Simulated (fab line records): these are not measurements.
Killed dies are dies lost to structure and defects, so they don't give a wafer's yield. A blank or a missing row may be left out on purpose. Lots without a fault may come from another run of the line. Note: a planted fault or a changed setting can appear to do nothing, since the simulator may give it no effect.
Matching of chambers	flow n5Finfet	3 sister chambers for N5_BEOL_M7_CVD_78 on cvdCo-02
The step deposits Co from CCTBA/H2, target thk 2 nm, time 142.3 s. 6 wafers are shown with their chamber, then 7 later ones without.

EACH WAFER AND ITS CHAMBER
wafer	chamber	runLengthS (s)
L475.2	2	165.5
L485.1	1	165.8
L485.2	0	164.3
L485.3	2	165.6
L489.2	0	164.2
L489.3	1	165.5

WAFERS WHOSE CHAMBER IS MISSING
wafer	runLengthS (s)
L489.5	165.6
L491.1	166.1
L491.2	165.8
L491.6	165.5
L492.1	165.9
L492.2	164.8
L492.4	165.3

THE CHAMBER EACH PASSED THROUGH
wafer	from the rows above	in truth
L489.5	can't be placed: 2 or 1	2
L491.1	can't be placed: 1 or 2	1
L491.2	can't be placed: 1 or 2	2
L491.6	can't be placed: 2 or 1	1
L492.1	can't be placed: 1 or 2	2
L492.2	can't be placed: 0 or 2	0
L492.4	can't be placed: 2 or 1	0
0 of 7 placed correctly. Can't be placed from these rows: 7 (the true chamber is among the candidates in 6). 0 placed wrongly.
How it was worked out, from the rows above alone: a wafer's distance from a chamber is the root of the sum, over the readings, of the square of ((its reading less the chamber's mean) divided by the reading's scatter). If the next closest chamber is less than 2 further off than the closest, the wafer can't be placed; otherwise it belongs to the closest. Each chamber's mean is taken over the wafers shown for it. How the scatter is found: for the shown wafers, subtract from each reading the mean of its chamber, square and add these, divide the total by (wafers less chambers), then take the root.
